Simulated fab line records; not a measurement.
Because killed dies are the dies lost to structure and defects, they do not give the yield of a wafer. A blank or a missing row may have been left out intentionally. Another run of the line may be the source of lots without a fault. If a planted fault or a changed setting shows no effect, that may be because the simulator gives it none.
fab line records + flow n5Finfet + part 2 of 2: steps 16 to 16 of 16
[record]
- lots = 7
- wafers = 21
- lastDay = 20
route steps=1938 shown HKMG_FIN@394 PASSIVATION@1936
lots that met no fault: from a run of the same line without faults
startH: start of the lot's first displayed wafer, in hours after the record's first day + waitH: hours since the lot's step before + " the same as in the row above + L1.1+2: several wafers, shown together as one row + - value missing, or start not given + * or withheld: withheld + < > ~ a bound
route shown NAME@n: NAME is a module with steps in the file, n the number in the route of the first one + usual: mean and standard deviation over wafers with no fault + same: alike in all rows + chamber/n: place in a boat + sites: each site's reading + _std_site: how widely they spread, as a standard deviation + _edge_site: inner sites' mean taken away from outer sites' mean + radiusMm: how far each site lies from the wafer's centre + mask NAME#n: copy n + behind: the tool/chamber that last shaped the wafer + hold: why the lot went on hold/how many hours it stayed there/how the hold came to an end + device: which transistor (n, p or np) failed to switch + end of line: tests run on the same wafers once the route is complete + where a step has no rows: the recipe by itself + killed: not the wafer's yield, but the dies lost to structure and defects at the first sort + map: the dies of a wafer, with x for killed, . for not killed, _ for no die there
set.NAME: the setting as run; set.NAME@STEP: as run at that earlier step + model.NAME: the simulator's own value behind a step, which no gauge read
lots at selected steps of the route; one table per step, one row per wafer
services: when a tool's chamber went out of use (startH, in hours from the record's first day, below 0 if earlier), for how many hours, and the reason
[[steps]]
[step N5_PASSIVATION_PROBE_49]
[usual]
- killed_at_M0_to_M3 = 37/12
- killed_at_M4_up = 15/5.6
- killedAtContacts = 13/6.9
- killedAtFrontEnd = 40/11
- killedAtOther = 4/3.2
- killedDies = 109/20
- killedOnRim = 14/4.3
- killedOpen = 73/15
- killedShort = 35/8.3
[same]
- grossDies = 1180
- killedAtBackSide = 0
| lot.wafer | tool      | chamber | startH | waitH | killed_at_M0_to_M3 | killed_at_M4_up | killedAtContacts | killedAtFrontEnd | killedAtOther | killedDies | killedOnRim | killedOpen | killedShort |
|-----------|-----------|---------|--------|-------|--------------------|-----------------|------------------|------------------|---------------|------------|-------------|------------|-------------|
| L592.1    | prober-01 | -       | 341.66 | 0.0   | 40                 | 27              | 21               | 24               | 3             | 115        | 15          | 74         | 41          |
| L592.3    | prober-01 | -       | 341.76 | 0.1   | 42                 | 17              | 16               | 31               | 7             | 113        | 9           | 80         | 33          |
| L592.5    | prober-01 | -       | 341.86 | 0.2   | 50                 | 26              | 7                | 36               | 4             | 123        | 20          | 68         | 52          |
| L593.2    | prober-01 | -       | 346.89 | 0.1   | 26                 | 15              | 5                | 31               | 7             | 84         | 8           | 48         | 33          |
| L593.3    | prober-01 | -       | 346.94 | 0.1   | 38                 | 11              | 11               | 41               | 7             | 108        | 16          | 62         | 46          |
| L593.5    | prober-01 | -       | 347.04 | 0.2   | 30                 | 16              | 6                | 35               | 4             | 91         | 8           | 51         | 40          |
| L610.1    | prober-02 | -       | 435.21 | 0.0   | 18                 | 17              | 18               | 30               | 3             | 86         | 6           | 55         | 31          |
| L610.2    | prober-02 | -       | 435.26 | 0.1   | 31                 | 24              | 19               | 50               | 0             | 124        | 17          | 96         | 26          |
| L610.4    | prober-02 | -       | 435.36 | 0.2   | 43                 | 31              | 15               | 41               | 0             | 130        | 15          | 89         | 40          |
| L614.3    | prober-02 | -       | 454.35 | 0.1   | 24                 | 17              | 15               | 38               | 2             | 96         | 16          | 57         | 37          |
| L614.4    | prober-02 | -       | 454.40 | 0.2   | 33                 | 29              | 13               | 66               | 11            | 152        | 21          | 112        | 39          |
| L614.5    | prober-02 | -       | 454.45 | 0.2   | 47                 | 8               | 20               | 72               | 8             | 155        | 19          | 103        | 52          |
| L613.2    | prober-02 | -       | 464.60 | 0.1   | 51                 | 21              | 8                | 35               | 3             | 118        | 19          | 84         | 33          |
| L613.4    | prober-02 | -       | 464.70 | 0.2   | 15                 | 6               | 10               | 31               | 5             | 67         | 8           | 50         | 17          |
| L613.5    | prober-02 | -       | 464.75 | 0.2   | 50                 | 14              | 6                | 26               | 5             | 101        | 16          | 72         | 28          |
| L611.3    | prober-02 | -       | 478.54 | 0.1   | 56                 | 14              | 10               | 35               | 6             | 121        | 19          | 85         | 33          |
| L611.4    | prober-02 | -       | 478.59 | 0.2   | 24                 | 22              | 11               | 45               | 2             | 104        | 9           | 75         | 27          |
| L611.5    | prober-02 | -       | 478.64 | 0.2   | 42                 | 26              | 15               | 31               | 6             | 120        | 16          | 87         | 31          |
| L612.2    | prober-02 | -       | 482.37 | 0.1   | 50                 | 12              | 16               | 42               | 2             | 122        | 7           | 84         | 38          |
| L612.3    | prober-02 | -       | 482.42 | 0.1   | 45                 | 14              | 19               | 19               | 1             | 98         | 18          | 70         | 28          |
| L612.5    | prober-02 | -       | 482.52 | 0.2   | 61                 | 10              | 7                | 37               | 0             | 115        | 15          | 72         | 43          |
// killed by level:class
L592.1 MOL_CONTACT_COAG:geometricParticle:open=16 BEOL_M4:geometricParticle:open=11 BEOL_M3:geometricParticle:open=10 BEOL_M0_SAQP:geometricParticle:short=10 FIN_SAQP:geometricParticle:open=5 BEOL_M1:geometricParticle:open=5 MOL_CONTACT_COAG:geometricParticle:short=5 FIN_SAQP:geometricParticle:short=4
L592.3 BEOL_M1:geometricParticle:open=13 MOL_CONTACT_COAG:geometricParticle:open=11 DUMMY_GATE:geometricParticle:open=9 BEOL_M0_SAQP:geometricParticle:open=7 BEOL_M3:geometricParticle:open=7 BEOL_M4:geometricParticle:open=7 MOL_CONTACT_COAG:geometricParticle:short=5 BEOL_M0_SAQP:geometricParticle:short=5
L592.5 STI_FIN_REVEAL:geometricParticle:open=11 BEOL_M0_SAQP:geometricParticle:short=11 BEOL_M4:geometricParticle:open=11 STARTING-WAFER:geometricParticle:short=9 BEOL_M2:geometricParticle:short=8 BEOL_M1:geometricParticle:open=7 BEOL_M0_SAQP:geometricParticle:open=6 MOL_CONTACT_COAG:geometricParticle:open=6
L593.2 BEOL_M0_SAQP:geometricParticle:short=10 STI_FIN_REVEAL:geometricParticle:open=8 FIN_SAQP:geometricParticle:short=5 BEOL_M2:geometricParticle:open=5 MIM_TOP:geometricParticle:open=4 BEOL_M0_SAQP:geometricParticle:open=4 BEOL_M4:geometricParticle:open=4 GATE_CUT:geometricParticle:short=3
L593.3 MOL_CONTACT_COAG:geometricParticle:open=10 BEOL_M0_SAQP:geometricParticle:open=10 STI_FIN_REVEAL:geometricParticle:open=9 GATE_CUT:geometricParticle:short=9 FIN_SAQP:geometricParticle:open=6 BEOL_M2:geometricParticle:short=6 BEOL_M3:geometricParticle:short=6 BEOL_M4:geometricParticle:open=5
L593.5 STI_FIN_REVEAL:geometricParticle:open=12 BEOL_M4:geometricParticle:open=9 BEOL_M2:geometricParticle:open=7 BEOL_M0:geometricParticle:short=6 MOL_CONTACT_COAG:geometricParticle:short=5 BEOL_M0_SAQP:geometricParticle:short=5 STARTING-WAFER:geometricParticle:short=5 STI_FIN_REVEAL:geometricParticle:short=4
L610.1 MOL_CONTACT_COAG:geometricParticle:open=10 MOL_CONTACT_COAG:geometricParticle:short=8 BEOL_M4:geometricParticle:open=8 FIN_SAQP:geometricParticle:short=6 STI_FIN_REVEAL:geometricParticle:open=6 BEOL_M5:geometricParticle:open=6 FIN_SAQP:geometricParticle:open=5 BEOL_M2:geometricParticle:open=5
L610.2 MOL_CONTACT_COAG:geometricParticle:open=15 BEOL_M2:geometricParticle:open=13 BEOL_M4:geometricParticle:open=12 DUMMY_GATE:geometricParticle:open=11 STI_FIN_REVEAL:geometricParticle:open=10 BEOL_M3:geometricParticle:open=9 FIN_SAQP:geometricParticle:short=8 BEOL_M8:geometricParticle:open=8
L610.4 FIN_SAQP:geometricParticle:short=11 MOL_CONTACT_COAG:geometricParticle:open=11 BEOL_M0_SAQP:geometricParticle:open=11 BEOL_M2:geometricParticle:open=7 BEOL_M0_SAQP:geometricParticle:short=7 BEOL_M1:geometricParticle:open=7 BEOL_M5:geometricParticle:open=7 BEOL_M7:geometricParticle:open=7
L614.3 MOL_CONTACT_COAG:geometricParticle:open=12 STI_FIN_REVEAL:geometricParticle:open=9 BEOL_M0_SAQP:geometricParticle:short=8 FIN_SAQP:geometricParticle:short=7 BEOL_M4:geometricParticle:open=6 BEOL_M2:geometricParticle:open=5 BEOL_M0_SAQP:geometricParticle:open=5 FIN_SAQP:geometricParticle:open=4
L614.4 STI_FIN_REVEAL:geometricParticle:open=22 FIN_SAQP:geometricParticle:open=17 BEOL_M4:geometricParticle:open=15 MOL_CONTACT_COAG:geometricParticle:open=10 BEOL_M0_SAQP:geometricParticle:short=9 DUMMY_GATE:geometricParticle:open=8 BEOL_M2:geometricParticle:open=7 STI_FIN_REVEAL:geometricParticle:short=5
L614.5 STI_FIN_REVEAL:geometricParticle:open=26 MOL_CONTACT_COAG:geometricParticle:open=16 BEOL_M0_SAQP:geometricParticle:open=13 BEOL_M0_SAQP:geometricParticle:short=11 BEOL_M2:geometricParticle:open=11 FIN_SAQP:geometricParticle:short=10 FIN_SAQP:geometricParticle:open=7 STI_FIN_REVEAL:geometricParticle:short=7
L613.2 BEOL_M0_SAQP:geometricParticle:open=14 BEOL_M3:geometricParticle:open=13 BEOL_M4:geometricParticle:open=10 FIN_SAQP:geometricParticle:short=9 MOL_CONTACT_COAG:geometricParticle:open=8 BEOL_M1:geometricParticle:open=7 BEOL_M0_SAQP:geometricParticle:short=7 FIN_SAQP:geometricParticle:open=6
L613.4 MOL_CONTACT_COAG:geometricParticle:open=10 FIN_SAQP:geometricParticle:short=7 FIN_SAQP:geometricParticle:open=6 DUMMY_GATE:geometricParticle:open=6 BEOL_M0_SAQP:geometricParticle:open=6 BEOL_M1:geometricParticle:open=4 BEOL_M2:geometricParticle:open=3 ILD0:geometricParticle:open=2
L613.5 BEOL_M1:geometricParticle:open=11 BEOL_M3:geometricParticle:open=11 FIN_SAQP:geometricParticle:short=7 ILD0:geometricParticle:open=7 BEOL_M0_SAQP:geometricParticle:open=7 BEOL_M2:geometricParticle:open=7 MOL_CONTACT_COAG:geometricParticle:open=6 BEOL_M0_SAQP:geometricParticle:short=5
L611.3 BEOL_M1:geometricParticle:open=18 STI_FIN_REVEAL:geometricParticle:open=10 BEOL_M2:geometricParticle:open=10 MOL_CONTACT_COAG:geometricParticle:open=9 FIN_SAQP:geometricParticle:open=8 BEOL_M0_SAQP:geometricParticle:open=7 BEOL_M3:geometricParticle:open=6 BEOL_M2:geometricParticle:short=5
L611.4 STI_FIN_REVEAL:geometricParticle:open=15 BEOL_M4:geometricParticle:open=13 MOL_CONTACT_COAG:geometricParticle:open=9 ILD0:geometricParticle:short=8 BEOL_M1:geometricParticle:open=6 BEOL_M2:geometricParticle:open=5 BEOL_M3:geometricParticle:open=5 FIN_SAQP:geometricParticle:short=4
L611.5 STI_FIN_REVEAL:geometricParticle:open=15 BEOL_M2:geometricParticle:open=14 MOL_CONTACT_COAG:geometricParticle:open=13 BEOL_M4:geometricParticle:open=9 BEOL_M0_SAQP:geometricParticle:open=7 BEOL_M0_SAQP:geometricParticle:short=6 BEOL_M1:geometricParticle:open=5 FIN_SAQP:geometricParticle:short=3
L612.2 MOL_CONTACT_COAG:geometricParticle:open=13 BEOL_M0_SAQP:geometricParticle:open=13 BEOL_M2:geometricParticle:open=12 FIN_SAQP:geometricParticle:open=11 BEOL_M4:geometricParticle:open=7 FIN_SAQP:geometricParticle:short=6 BEOL_M0_SAQP:geometricParticle:short=6 GATE_CUT:geometricParticle:short=5
L612.3 MOL_CONTACT_COAG:geometricParticle:open=15 BEOL_M2:geometricParticle:open=15 BEOL_M0_SAQP:geometricParticle:open=7 BEOL_M0_SAQP:geometricParticle:short=5 BEOL_M0:geometricParticle:open=5 BEOL_M3:geometricParticle:open=5 ILD0:geometricParticle:open=4 MOL_CONTACT_COAG:geometricParticle:short=4
L612.5 BEOL_M0_SAQP:geometricParticle:short=20 BEOL_M0_SAQP:geometricParticle:open=14 STI_FIN_REVEAL:geometricParticle:open=9 BEOL_M1:geometricParticle:open=8 BEOL_M2:geometricParticle:open=8 FIN_SAQP:geometricParticle:open=7 MOL_CONTACT_COAG:geometricParticle:open=6 DUMMY_GATE:geometricParticle:open=5
[[services]]
| tool       | chamber | startH | hours | kind   |
|------------|---------|--------|-------|--------|
| rieDiel-02 | -       | 71.96  | 1.9   | repair |
| rieDiel-02 | -       | 91.19  | 4.7   | repair |
| rieDiel-04 | 1       | 137.43 | 26.9  | repair |
| rieDiel-04 | -       | 140.31 | 15.6  | pm     |
| rieDiel-02 | -       | 187.57 | 0.5   | repair |
